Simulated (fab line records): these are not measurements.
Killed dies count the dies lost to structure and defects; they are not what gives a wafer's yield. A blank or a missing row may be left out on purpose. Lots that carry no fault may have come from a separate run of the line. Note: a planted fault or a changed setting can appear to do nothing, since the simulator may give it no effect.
A lot that was struck, set against a sound lot | flow n5 finfet | 40 out of 1938 route steps
Sound: these wafers, L953.1, L953.3, L953.5. Struck: wafer L969.5. The cause is given at the end.
Order at every step that has rows: each side's tool, ch and its chambers, its first start. Under that, the readings that differ: sound wafers | struck wafers | difference of the means | sigmas: that difference in standard deviations of wafers without a fault.
alike: a reading whose means differ by less than 2 such deviations, as well as words and numbers matching on both sides. not compared: withheld readings; readings where some wafer has no value; bounds like >300 that might hide an equal value; numbers whose values overlap and for which the record gives no deviation.
The two part at a step that has a row with sigmas, a row that says differs or no value, or rows on one side only. Numbers that don't overlap but have no deviation are shown without sigmas and don't part them. Lack of a reading on every wafer of one side parts them only where that side has two or more wafers.

N5_BEOL_M7_OCD_MEAS_38:
  sound on ocd-02 at day 11 13:23; struck on ocd-01 at day 16 09:38
  alike: trench depth nm
then, 4 steps without rows for these wafers: N5_BEOL_M7_HM_STRIP_39 (strips TiN in peroxide tin strip, target depth 25 nm, time 158 s); N5_BEOL_M7_SRD_40 (time 30 s); N5_BEOL_M7_PRECLEAN_42 (cleans in residue remover, time 60 s); N5_BEOL_M7_SRD_43 (time 30 s).
N5_BEOL_M7_CD_MEAS_35: target cd 40 nm.
  sound on cd sem-03 at day 11 13:32; struck on cd sem-02 at day 16 09:48
  reading    | sound          | struck | difference | sigmas
  cd nm (nm) | 39.3 39.5 39.7 | 40.8   | +1.3       | +2
then, 1 step without rows for these wafers: N5_BEOL_M7_CURE_75 (cures SiCOH lowk, time 120 s).
N5_BEOL_M7_DEGAS_44: time 60 s.
  sound on pvd sputter-03 at day 11 13:55; struck on pvd sputter-02 at day 16 10:18
  alike: heater power w
then, 4 steps without rows for these wafers: N5_BEOL_M7_PRE_CLEAN_45 (time 30 s); N5_BEOL_M7_ALD_77 (deposits TaN, target thk 2 nm, pulse time 2 s, purge time 3 s); N5_BEOL_M7_SURFACE_TREAT_79; N5_BEOL_M7_CVD_78 (deposits Co from CCTBA/H2, target thk 2 nm, time 142.3 s).
N5_BEOL_M7_SPUTTER_48: material Cu, target thk 10 nm, time 1.667 s.
  sound on pvd sputter-02 at day 11 15:07; struck on pvd sputter-03 at day 16 12:16
  reading                | sound          | struck | difference | sigmas
  throttle valve pct (%) | 29.9 31.4 32.3 | 28.8   | -2.4       | -2
then, 5 steps without rows for these wafers: N5_BEOL_M7_ECD_50 (material Cu, target thk 300 nm); N5_BEOL_M7_ANNEAL_51 (time 90 s); N5_BEOL_M7_CMP_52 (polishes, stops on SiCOH lowk, t overpolish 6.9 s, target thk 80 nm); N5_BEOL_M7_PRE_CLEAN_55 (time 15 s); N5_BEOL_M7_DEP_56 (deposits SiCN from 3MS/NH3, target thk 10 nm, time 17.5 s).
N5_BEOL_M7_RS_MEAS_57: measures by four-point-probe.
  sound on film metro-02 at day 11 17:00; struck on film metro-01 at day 16 13:10
  alike: M7_RS
then, 1 step without rows for these wafers: N5_BEOL_M8_ILD_DEP_00 (deposits SiCOH lowk from DEMS/porogen, target thk 179.75 nm, time 33.4 s).
N5_BEOL_M8_CURE_74: cures SiCOH lowk, time 240 s.
  sound on uv cure-02 ch 1, day 11 17:08; struck on uv cure-02 ch 2, day 16 13:39
  alike: lamp power pct, wafer_temp_C_max
N5_BEOL_M8_THK_MEAS_01:
  sound on film metro-01 at day 11 17:39; struck on film metro-02 at day 16 13:50
  alike: M8_ILD_THK
then, 1 step without rows for these wafers: N5_BEOL_M8_PECVD_70 (deposits SiO2 from TEOS/O2, target thk 20 nm, time 22.7 s).
N5_BEOL_M8_HM_DEP_02: deposits TiN, target thk 20 nm.
  sound on pvd sputter-02 at day 11 22:14; struck on pvd sputter-03 at day 16 15:22
  alike: throttle valve pct
then, 8 steps without rows for these wafers: N5_BEOL_M8_COAT_59 (time 60 s, resist thk 100 nm); N5_BEOL_M8_COAT_60 (time 60 s, resist thk 35 nm); N5_BEOL_M8_COAT_05 (resist thk 90 nm); N5_BEOL_M8_EBR_07; N5_BEOL_M8_SOFTBAKE_06 (time 60 s); N5_BEOL_M8_EXPOSE_08 (exposes mask M8); N5_BEOL_M8_PEB_09 (peb time 60 s); N5_BEOL_M8_DEVELOP_10 (develop time 30 s).
N5_BEOL_M8_CD_MEAS_11: target cd 38.5 nm.
  sound on cd sem-03 ch 0, day 11 22:44; struck on cd sem-03 ch 0, day 16 15:41
  alike: cd nm
N5_BEOL_M8_OVL_MEAS_12:
  sound on overlay-02 ch 0, day 11 22:46; struck on overlay-01 ch 0, day 16 15:43
  alike: M8_OVL
then, 1 step without rows for these wafers: N5_BEOL_M8_DESCUM_16 (chemistry O2, time 7.9 s).
N5_BEOL_M8_ETCH_61: etches SiARC in CF4, target depth 45.5 nm, time 75.8 s.
  sound on rie diel-05 ch 0,2, day 11 22:53; struck on rie diel-06 ch 3, day 16 15:58
  alike: drypump motor current A, etch rf on time s, oes product au, rf vpp V, showerhead plenum p Torr, throttle valve pct
  not compared: rf hours counter h
N5_BEOL_M8_ETCH_62: etches SOC in N2/H2, target depth 110 nm, overetch 22 nm, time 165 s.
  sound on rie diel-05 ch 0,2, day 11 22:56; struck on rie diel-06 ch 3, day 16 16:04
  alike: drypump motor current A, n2 flow sccm, oes product au, rf vpp V, showerhead plenum p Torr, throttle valve pct
  not compared: rf hours counter h
then, 2 steps without rows for these wafers: N5_BEOL_M8_STRIP_68 (strips in N2/H2); N5_BEOL_M8_STRIP_67 (strips in CF4).
-- the record jumps here: 3 days lie between the struck wafers' starts before and after (it left off in module BEOL_M8 and takes up again in module PASSIVATION, whose first step shown is number 1936 of the route) --
N5_PASSIVATION_PROBE_49:
  sound on prober-01 at day 14 20:52; struck on prober-01 at day 19 21:27
  reading            | sound       | struck | difference | sigmas
  killed_at_M4_up    | 7 18 13     | 145    | +132       | +25
  killed at contacts | 13 12 8     | 27     | +16        | +3
  killed dies        | 108 105 103 | 226    | +121       | +8
  alike: killed_at_M0_to_M3, killed at front end, killed at other, killed open, killed short

## WHERE THEY PART
Earliest at N5_BEOL_M7_CD_MEAS_35; latest, in this record, at N5_PASSIVATION_PROBE_49.

WHY: whatever the simulator had introduced
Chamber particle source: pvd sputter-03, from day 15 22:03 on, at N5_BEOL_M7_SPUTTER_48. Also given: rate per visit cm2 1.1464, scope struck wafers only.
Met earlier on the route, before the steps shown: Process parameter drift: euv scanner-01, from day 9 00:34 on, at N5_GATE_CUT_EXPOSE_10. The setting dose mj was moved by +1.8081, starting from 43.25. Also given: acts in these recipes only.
